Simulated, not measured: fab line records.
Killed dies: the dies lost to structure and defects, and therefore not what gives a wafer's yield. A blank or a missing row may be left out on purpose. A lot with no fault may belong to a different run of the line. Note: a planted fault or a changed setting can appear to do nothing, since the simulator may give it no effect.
Which tool did it? -- flow nandHarc -- 12 lots with 36 wafers sampled at 5 steps, on a route of 1159 steps

== WHAT THE GAUGES READ, wafer by wafer ==
NHARC_END_SORT_01.
lot,measured,on,defectLimitedYield (%),killedAtArray,killedAtOther,killedAtPeriphery,killedDies,killedOpen,killedShort,sort_bin_2_pct (%),sort_bin_3_pct (%),sort_bin_4_pct (%),sortNPass,sortRimYieldPct (%),sortYieldPct (%)
L521,day 20 16:59,prober-01,96.2 95.7 95.1,21 26 27,0 0 1,5 3 5,26 29 33,5 3 4,2 4 2,1.3 1.8 1.5,0.15 0 0.44,2.4 2.5 3.0,651 648 644,96.2 96.2 95.3,96.2 95.7 95.1
L524,day 20 17:45,prober-02,96.8 95.0 95.4,18 27 26,0 0 0,4 7 5,22 34 31,6 5 6,3 4 3,1.3 1.8 1.2,0.15 0.15 0.15,1.8 3.1 3.2,655 643 646,97.2 96.2 96.2,96.8 95.0 95.4
L522,day 20 09:11,prober-01,97.0 97.2 98.1,16 15 9,0 1 0,4 3 4,20 19 13,3 4 5,3 2 0,0.4 1.2 0.6,0.30 0.15 0,2.2 1.5 1.3,657 658 664,97.2 94.3 97.2,97.0 97.2 98.1
L528,day 21 06:38,prober-02,96.5 97.3 97.2,15 15 16,0 0 1,9 3 2,24 18 19,3 1 3,1 2 0,1.3 0.9 1.0,0.30 0 0,1.9 1.8 1.8,653 659 658,98.1 99.1 97.2,96.5 97.3 97.2
L526,day 21 16:07,prober-01,95.1 95.7 0,32 26 27,1 0 647,0 3 3,33 29 677,2 4 4,2 1 2,1.2 0.7 96.6,0.30 0 0.15,3.4 3.5 3.2,644 648 0,96.2 95.3 0,95.1 95.7 0
L527,day 21 22:19,prober-01,0 94.4 95.4,25 34 28,649 1 2,3 3 1,677 38 31,1 3 3,4 1 1,97.5 1.6 0.9,0.15 0.74 0.59,2.4 3.2 3.1,0 639 646,0 95.3 98.1,0 94.4 95.4
L537,day 23 12:42,prober-02,96.0 97.3 96.2,18 11 21,6 1 2,3 6 3,27 18 26,4 1 5,2 3 3,0.9 0.6 0.7,0 0.15 0.44,3.1 1.9 2.7,650 659 651,99.1 93.4 97.2,96.0 97.3 96.2
L542,day 24 11:25,prober-02,94.2 92.8 92.9,33 46 45,1 0 0,5 3 3,39 49 48,5 3 6,3 5 2,2.4 3.4 1.8,0.30 0.30 0.89,3.1 3.5 4.4,638 628 629,98.1 87.7 95.3,94.2 92.8 92.9
L540,day 24 10:36,prober-01,96.0 96.0 96.8,24 20 19,1 0 0,2 7 3,27 27 22,7 3 3,4 5 0,1.8 1.3 1.2,0 0.15 0,2.2 2.5 2.1,650 650 655,94.3 94.3 99.1,96.0 96.0 96.8
L541,day 24 19:11,prober-01,93.8 95.0 94.1,41 32 37,0 0 1,1 2 2,42 34 40,5 2 3,3 1 1,2.1 1.9 1.8,1.18 0.30 0.30,3.0 2.8 3.8,635 643 637,97.2 97.2 92.5,93.8 95.0 94.1

== EACH LOT AND THE TOOL THAT RAN IT (in order: tool; ch and the chambers of the sampled wafers; start) ==
lot,NHARC_THIN_TSV_ETCHBACK_48,NHARC_THIN_TSV_PVD_51,NHARC_THIN_TSV_CMP_21,NHARC_THIN_TSV_DESCUM_35
L523,"rieDiel-03 ch 1,2,3, day 19 07:19","pvdSputter-02, day 19 08:01","cmp-02 ch 0,1, day 19 09:16","rieDiel-05 ch 2,3, day 19 10:53"
L521,"rieDiel-05 ch 2,3, day 19 11:31","pvdSputter-03, day 19 12:21","cmp-01 ch 0,2, day 19 13:43","rieDiel-12 ch 1,2,3, day 19 15:32"
L524,"rieDiel-03 ch 2,3, day 19 12:28","pvdSputter-02, day 19 13:26","cmp-02 ch 0,1,3, day 19 14:44","rieDiel-03 ch 1,3, day 19 16:31"
L522,"rieDiel-05 ch 1,2,3, day 19 13:47","pvdSputter-02, day 19 14:39","cmp-01 ch 1,2,3, day 19 15:58","rieDiel-03 ch 1,3, day 19 17:41"
L528,"rieDiel-03 ch 0,3, day 20 17:46","pvdSputter-03, day 20 18:35","cmp-02 ch 1,2,3, day 20 19:58","rieDiel-12 ch 0,1,3, day 20 21:42"
L526,"rieDiel-12 ch 1,2,3, day 20 20:08","pvdSputter-03, day 20 20:54","cmp-03 ch 0,2,3, day 20 22:11","rieDiel-12 ch 0,1,2, day 20 23:50"
L527,"rieDiel-03 ch 0,2, day 20 21:21","pvdSputter-03, day 20 22:09","cmp-03 ch 1,2,3, day 20 23:23","rieDiel-03 ch 1,2, day 21 01:02"
L537,"rieDiel-03 ch 0,2, day 22 21:04","pvdSputter-01, day 22 21:50","cmp-03 ch 2,3, day 22 23:08","rieDiel-05 ch 1,2,3, day 23 00:55"
L538,"rieDiel-05 ch 0,2,3, day 23 06:15","pvdSputter-01, day 23 07:02","cmp-01 ch 0,2, day 23 08:23","rieDiel-12 ch 0,3, day 23 10:08"
L542,"rieDiel-12 ch 0,1,3, day 23 21:36","pvdSputter-02, day 23 22:23","cmp-01 ch 1,3, day 23 23:41","rieDiel-12 ch 0,1,3, day 24 01:18"
L540,"rieDiel-03 ch 0,1,3, day 23 22:39","pvdSputter-02, day 23 23:28","cmp-01 ch 0,1,3, day 24 00:46","rieDiel-12 ch 1,2,3, day 24 02:23"
L541,"rieDiel-05 ch 0,2, day 24 00:31","pvdSputter-03, day 24 01:23","cmp-03 ch 1,2,3, day 24 02:38","rieDiel-05 ch 0,1,2, day 24 04:26"
- NHARC_THIN_TSV_ETCHBACK_48: etches the open film in C4F8/Ar, target depth 1028.5 nm, time 405.17 s.
- NHARC_THIN_TSV_PVD_51: deposits Cu, target thk 100 nm.
- NHARC_THIN_TSV_CMP_21: polishes, t overpolish 30 s, target thk 2000 nm.
- NHARC_THIN_TSV_DESCUM_35: chemistry O2, time 3 s.

== WHAT THE TOOLS THEMSELVES READ (means of the sampled wafers that have a number; where no wafer has one, the mark that the record gives instead) ==
NHARC_THIN_TSV_ETCHBACK_48.
lot,tool,oesProductAu (a.u.),rfVppV (V)
L523,rieDiel-03,0.94,543
L521,rieDiel-05,0.95,543
L524,rieDiel-03,0.98,544
L522,rieDiel-05,1.00,543
L528,rieDiel-03,1.00,547
L526,rieDiel-12,0.92,544
L527,rieDiel-03,0.92,546
L537,rieDiel-03,0.91,545
L538,rieDiel-05,1.00,545
L542,rieDiel-12,0.93,543
L540,rieDiel-03,0.92,544
L541,rieDiel-05,0.92,548

NHARC_THIN_TSV_PVD_51.
lot,tool,throttleValvePct (%)
L523,pvdSputter-02,31.5
L521,pvdSputter-03,29.8
L524,pvdSputter-02,30.4
L522,pvdSputter-02,30.7
L528,pvdSputter-03,30.8
L526,pvdSputter-03,32.3
L527,pvdSputter-03,31.3
L537,pvdSputter-01,30.4
L538,pvdSputter-01,29.3
L542,pvdSputter-02,30.7
L540,pvdSputter-02,30.7
L541,pvdSputter-03,30.6

NHARC_THIN_TSV_CMP_21.
lot,tool,edgeZonePressureFrac,motorCurrentA (A),overpolishRunS (s)
L523,cmp-02,1.003,12.2,30.004
L521,cmp-01,0.997,11.5,29.994
L524,cmp-02,0.996,12.1,30.001
L522,cmp-01,1.004,13.4,30.002
L528,cmp-02,1.003,11.3,29.999
L526,cmp-03,0.997,12.2,30.000
L527,cmp-03,1.000,12.7,30.008
L537,cmp-03,0.993,12.4,29.998
L538,cmp-01,0.997,11.5,29.992
L542,cmp-01,1.001,13.1,29.999
L540,cmp-01,1.003,12.6,30.008
L541,cmp-03,0.997,12.6,30.000

NHARC_THIN_TSV_DESCUM_35.
lot,tool,drypumpMotorCurrentA (A),oesProductAu (a.u.),rfVppV (V),showerheadPlenumPTorr (Torr),throttleValvePct (%)
L523,rieDiel-05,6.0,1.003,56.7,1.82,11.313
L521,rieDiel-12,5.5,1.001,57.6,1.88,11.310
L524,rieDiel-03,5.8,1.020,57.8,1.81,11.319
L522,rieDiel-03,5.8,1.012,57.4,1.81,11.320
L528,rieDiel-12,6.2,1.000,57.7,1.81,11.302
L526,rieDiel-12,6.0,0.996,57.6,1.88,11.328
L527,rieDiel-03,5.3,0.998,57.6,1.78,11.320
L537,rieDiel-05,5.9,0.998,57.3,1.83,11.312
L538,rieDiel-12,5.8,1.005,56.8,1.79,11.318
L542,rieDiel-12,6.2,1.001,57.8,1.81,11.316
L540,rieDiel-12,5.5,1.002,57.3,1.87,11.314
L541,rieDiel-05,5.6,1.002,57.6,1.91,11.309

== THE ANSWER, worked out from the rows above alone ==
Rule: what is usual is taken from the lots themselves. The widest of any qualifying gaps counts: lots, ordered by their means at a reading, are off when they make up no more than a third of the lots, leave a main group of 4 or more, and stand apart from it by 3 or more times the standard deviation of that group's means. A main group is skipped when, at the precision printed for the reading in the tables above, its means are all equal. A lot without any number at a reading at which 4 lots or more have one is off too. All remaining lots with rows at the step are treated as sound. Order of review: gauges by route order, followed by the tools' own readings, for which a lot's mean as printed above is used. The first step at which some lot is off is used, and at that step the reading that is off furthest; a lot without a number counts as furthest.
Off, at NHARC_END_SORT_01 on killedAtOther: L526, L527. Main group: mean 0.6, sd 0.9. Neither off nor sound, because the step has no rows for them: L523, L538.
A tool fits if, at a process step before that reading, it ran every lot that is off, and no sound lot after the first of them. Those tools and the gauges at NHARC_END_SORT_01 are tried in the same way. No candidate that was tried fits.

== WHAT HAD BEEN PUT IN BY THE SIMULATOR ==
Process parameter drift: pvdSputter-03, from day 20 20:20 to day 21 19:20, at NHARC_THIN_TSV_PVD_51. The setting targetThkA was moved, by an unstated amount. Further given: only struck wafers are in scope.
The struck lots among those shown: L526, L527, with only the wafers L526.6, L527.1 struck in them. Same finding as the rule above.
